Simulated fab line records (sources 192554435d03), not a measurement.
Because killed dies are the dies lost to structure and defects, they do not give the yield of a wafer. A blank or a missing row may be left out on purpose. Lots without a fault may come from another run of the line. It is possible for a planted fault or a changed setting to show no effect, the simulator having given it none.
What tool caused it? ; flow n5_finfet ; 11 lots, 33 wafers sampled, at 5 steps of a route of 1938

## WHAT THE GAUGES SHOWED, per wafer
N5_MOL_CONTACT_COAG_CD_MEAS_137: the cd target is 16 nm.
lot;measured;on;cd_nm (nm)
L076;day 5 19:24;cd_sem-03;15.8 16.1 15.8
L078;day 6 04:07;cd_sem-01;15.9 15.6 16.0
L080;day 6 14:40;cd_sem-03;16.3 16.2 16.1
L083;day 7 13:20;cd_sem-03;15.8 16.0 16.0
L086;day 8 05:53;cd_sem-02;15.4 15.8 15.3
L087;day 8 14:35;cd_sem-03;16.0 15.8 16.3
L089;day 8 23:50;cd_sem-01;16.2 15.8 15.9
L091;day 9 07:36;cd_sem-01;15.7 15.8 15.8
L093;day 9 21:22;cd_sem-03;16.0 15.6 15.5
L095;day 10 07:22;cd_sem-02;15.7 16.1 16.1
L097;day 10 18:45;cd_sem-01;15.8 15.8 15.8

## WHAT TOOL EACH LOT RAN ON (gives the tool, then ch and the chambers of the sampled wafers, and finally the start)
lot;N5_MOL_CONTACT_COAG_ETCH_89;N5_MOL_CONTACT_COAG_ETCH_91;N5_MOL_CONTACT_COAG_VIA_ETCH_46;N5_MOL_CONTACT_COAG_STRIP_96
L076;rie_diel-02 ch 0,1,3, day 5 18:20;rie_diel-04 ch 0,1,2, day 5 18:56;rie_diel-04 ch 0,1,2, day 5 19:04;rie_diel-04 ch 0,1,2, day 5 19:08
L078;rie_diel-02 ch 0,2,3, day 6 03:20;rie_diel-04 ch 0,1,2, day 6 03:39;rie_diel-04 ch 0,1,2, day 6 03:47;rie_diel-04 ch 0,1,2, day 6 03:50
L080;rie_diel-02 ch 1,2,3, day 6 13:46;rie_diel-04 ch 0,2,3, day 6 14:11;rie_diel-04 ch 0,2,3, day 6 14:19;rie_diel-04 ch 0,2,3, day 6 14:23
L083;rie_diel-05 ch 0,1, day 7 12:34;rie_diel-05 ch 2,3, day 7 12:52;rie_diel-05 ch 2,3, day 7 12:59;rie_diel-05 ch 2,3, day 7 13:04
L086;rie_diel-02 ch 1,2, day 8 04:59;rie_diel-05 ch 0,3, day 8 05:26;rie_diel-05 ch 0,3, day 8 05:34;rie_diel-05 ch 0,3, day 8 05:37
L087;rie_diel-05 ch 0,1,3, day 8 13:49;rie_diel-02 ch 0,1, day 8 14:08;rie_diel-02 ch 0,1, day 8 14:16;rie_diel-02 ch 0,1, day 8 14:20
L089;rie_diel-04 ch 0,2,3, day 8 22:35;rie_diel-02 ch 0,3, day 8 23:23;rie_diel-02 ch 0,3, day 8 23:30;rie_diel-02 ch 0,3, day 8 23:34
L091;rie_diel-04 ch 0,3, day 9 06:50;rie_diel-04 ch 1,2, day 9 07:08;rie_diel-04 ch 1,2, day 9 07:16;rie_diel-04 ch 1,2, day 9 07:20
L093;rie_diel-02 ch 0,1,3, day 9 20:34;rie_diel-02 ch 0,1,3, day 9 20:54;rie_diel-02 ch 0,1,3, day 9 21:01;rie_diel-02 ch 0,1,3, day 9 21:05
L095;rie_diel-05 ch 2,3, day 10 06:33;rie_diel-05 ch 2,3, day 10 06:52;rie_diel-05 ch 2,3, day 10 06:59;rie_diel-05 ch 2,3, day 10 07:04
L097;rie_diel-02 ch 1,2,3, day 10 17:49;rie_diel-04 ch 0,1, day 10 18:17;rie_diel-04 ch 0,1, day 10 18:25;rie_diel-04 ch 0,1, day 10 18:29
- N5_MOL_CONTACT_COAG_ETCH_89: etches underlayer in N2/H2, target depth 13 nm, time 10.4 s.
- N5_MOL_CONTACT_COAG_ETCH_91: etches SOC in N2/H2, target depth 60 nm, overetch 21 nm, time 101.2 s.
- N5_MOL_CONTACT_COAG_VIA_ETCH_46: etches SiO2 in C4F6/O2, target depth 46 nm, overetch 9.2 nm, time 40 s.
- N5_MOL_CONTACT_COAG_STRIP_96: strips in N2/H2.

## THE ANSWER, worked out from the rows above alone
Rule: the usual values come from the lots themselves. The widest of any qualifying gaps counts: lots, ordered by their means at a reading, are off when they make up no more than a third of the lots, leave a main group of 4 or more, and stand apart from it by 3 or more times the standard deviation of that group's means. The tables above print the reading to a certain number of digits; a main group whose means all agree to those digits is not used. A lot without any number at a reading at which 4 lots or more have one is off too. Where the step has rows for the other lots, those lots are counted as sound.
No lot is off on any of the readings shown, so nothing can be concluded from this.

## WHAT THE SIMULATOR HAD PUT IN
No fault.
